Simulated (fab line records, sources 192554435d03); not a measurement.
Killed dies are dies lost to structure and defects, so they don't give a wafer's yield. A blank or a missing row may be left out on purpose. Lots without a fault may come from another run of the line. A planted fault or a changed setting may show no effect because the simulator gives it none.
A struck lot beside a sound one | flow n5_finfet | 39 steps out of a route of 1938
Sound: wafers L862.4, L862.5, L862.6. Struck: wafer L865.1. (L865.2, L865.4 of the same lot were not struck and are left out.) The cause comes at the end.
At each step with rows: each side's tool, then ch and its chambers, then its first start. Under that, the readings that differ: sound wafers | struck wafers | difference of the means | sigmas: that difference in standard deviations of wafers without a fault.
alike: readings whose means differ by less than 2 such deviations, and words and numbers that are the same on both sides. not compared: withheld readings, readings that some wafer has no value for, bounds like >300 that may hide the same value, and numbers for which the record gives no deviation and whose values overlap.
The two part at a step that has a row with sigmas, a row that says differs or no value, or rows on one side only. Numbers that don't overlap but have no deviation are shown without sigmas and don't part them. A reading that every wafer of one side lacks parts them only if that side has two wafers or more.

first, 12 steps without rows for these wafers: N5_SDB_STRIP_19 (strips in N2/H2); N5_SDB_STRIP_21 (strips in CF4); N5_SDB_HM_OPEN_20 (chemistry CH3F/O2, target SiNx, stops on poly-Si, target depth 24 nm); N5_SDB_STRIP_22 (strips in N2/H2); N5_SDB_PRECLEAN_23 (cleans in dHF, time 30 s); N5_SDB_DUMMY_REMOVE_24 (chemistry TMAH, target poly-Si, stops on SiO2, target depth 142 nm, time 57 s, rinse time 30 s); N5_SDB_ETCH_25 (etches SiO2 in C4F6/O2, target depth 10 nm, time 3.3 s); N5_SDB_CUT_ETCH_26 (etches Si in HBr/Cl2/O2, target depth 129.6 nm, bt time 20 s, time 51.8 s); N5_SDB_PRECLEAN_38 (cleans in dHF, time 10 s); N5_SDB_PRECLEAN_39 (cleans in O3/DIW, time 45 s); N5_SDB_SRD_28 (time 30 s); N5_SDB_ALD_29 (deposits SiNx, target thk 30 nm, pulse time 1 s, ald cycles 600).
N5_SDB_CMP_30: polishes, stops on poly-Si, t overpolish 1.54 s, target thk 30 nm.
  sound on cmp-03 ch 1,2,3, day 7 07:38; struck on cmp-03 ch 2, day 7 22:49
  reading                                     | sound          | struck | difference | sigmas
  time_to_endpoint_s (s)                      | 13.5 16.6 15.1 | 8.5    | -6.6       | -4
  model.a-Si_of_DUMMY_GATE_CVD_03.thk_nm (nm) | 64.6 64 63.8   | 61     | -3         |
  model.SiNx_of_SDB_ALD_29.thk_nm (nm)        | 30.2 30.2 30   | 26.8   | -3.3       |
  alike: motor_current_A, overpolish_run_s, slurry_flow_ml_min
N5_SDB_THK_MEAS_31:
  sound on film_metro-01, day 7 07:49; struck on film_metro-01, day 7 23:06
  reading      | sound          | struck | difference | sigmas
  SDB_THK (nm) | 64.7 64.0 63.9 | 61.1   | -3.1       | -4
then, 23 steps without rows for these wafers: N5_DUMMY_REMOVAL_HM_STRIP_01 (strips SiNx in CH3F/O2, stops on poly-Si, target depth 4 nm, time 6.8 s); N5_DUMMY_REMOVAL_STRIP_10 (strips in N2/H2, time 40 s); N5_DUMMY_REMOVAL_PRECLEAN_07 (cleans in dHF, time 30 s); N5_DUMMY_REMOVAL_DUMMY_REMOVE_02 (chemistry TMAH, target poly-Si, stops on SiO2, target depth 142 nm, time 57 s, rinse time 30 s); N5_DUMMY_REMOVAL_PRECLEAN_08 (cleans in NF3:NH3, afs cycles 2, time 20 s, sublimation time 60 s); N5_DUMMY_REMOVAL_PRECLEAN_04 (cleans in DHF, time 37 s); N5_DUMMY_REMOVAL_SRD_05 (time 30 s); N5_HKMG_FIN_IL_REGROW_00 (material SiO2, chemistry O3, target thk 0.75 nm, time 30 s); N5_HKMG_FIN_HK_ALD_01 (deposits HfO2, target thk 1.6 nm, pulse time 3 s, purge time 3 s); N5_HKMG_FIN_HK_ANNEAL_02 (time 30 s); N5_HKMG_FIN_ALD_74 (deposits La2O3, target thk 0.5 nm, pulse time 6 s, co reactant pulse time 1 s); N5_HKMG_FIN_ALD_75 (deposits Al2O3, target thk 1 nm, co reactant pulse time 1 s); N5_HKMG_FIN_COAT_41 (time 60 s, resist thk 300 nm); N5_HKMG_FIN_COAT_42 (time 60 s, resist thk 35 nm); N5_HKMG_FIN_COAT_43 (resist thk 90 nm); N5_HKMG_FIN_EBR_45; N5_HKMG_FIN_SOFTBAKE_44 (time 60 s); N5_HKMG_FIN_EXPOSE_46 (exposes mask NDIPOLE); N5_HKMG_FIN_PEB_47 (peb time 60 s); N5_HKMG_FIN_DEVELOP_48 (develop time 30 s); N5_HKMG_FIN_DESCUM_53 (chemistry O2, time 7.9 s); N5_HKMG_FIN_ETCH_54 (etches SiARC in CF4, target depth 45.5 nm, time 75.8 s); N5_HKMG_FIN_ETCH_55 (etches SOC in N2/H2, target depth 240 nm, time 300 s).
N5_GATE_CUT_ETCH_58: etches SiNx in CH3F/O2, target depth 17 nm, time 128.6 s.
  sound on rie_diel-05 ch 1,2,3, day 7 17:55; struck on rie_diel-06 ch 0, day 8 08:59
  reading                              | sound             | struck | difference | sigmas
  throttle_valve_pct (%)               | 16.56 16.74 16.56 | 15.99  | -0.63      | -3
  model.SiNx_of_SDB_ALD_29.thk_nm (nm) | 24.8 24.8 24.6    | 22     | -3         |
  alike: drypump_motor_current_A, oes_product_au, rf_vpp_V, showerhead_plenum_p_Torr
  not compared: rf_hours_counter_h
-- the record jumps here: 4 days lie between the struck wafers' starts before and after (it left off in module GATE_CUT and takes up again in module BEOL_M4, whose first step shown is number 1111 of the route) --
N5_BEOL_M4_RC_MEAS_101:
  sound on prober-02 ch 0, day 11 04:52; struck on prober-02 ch 0, day 12 05:37
  reading       | sound          | struck | difference | sigmas
  DIBL_P (mV/V) | 36.2 36.9 36.8 | 33.6   | -3.0       | -2
  alike: DIBL_N, IOFF_N, IOFF_P, ION_N, ION_P, SS_N, SS_P, VT_N, VT_P

WHERE THEY PART
First at N5_SDB_CMP_30; last, within this record, at N5_BEOL_M4_RC_MEAS_101.

WHY: what the simulator had put in
Process parameter drift: cmp-03, from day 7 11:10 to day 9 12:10, at N5_SDB_CMP_30. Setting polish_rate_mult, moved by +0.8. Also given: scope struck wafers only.
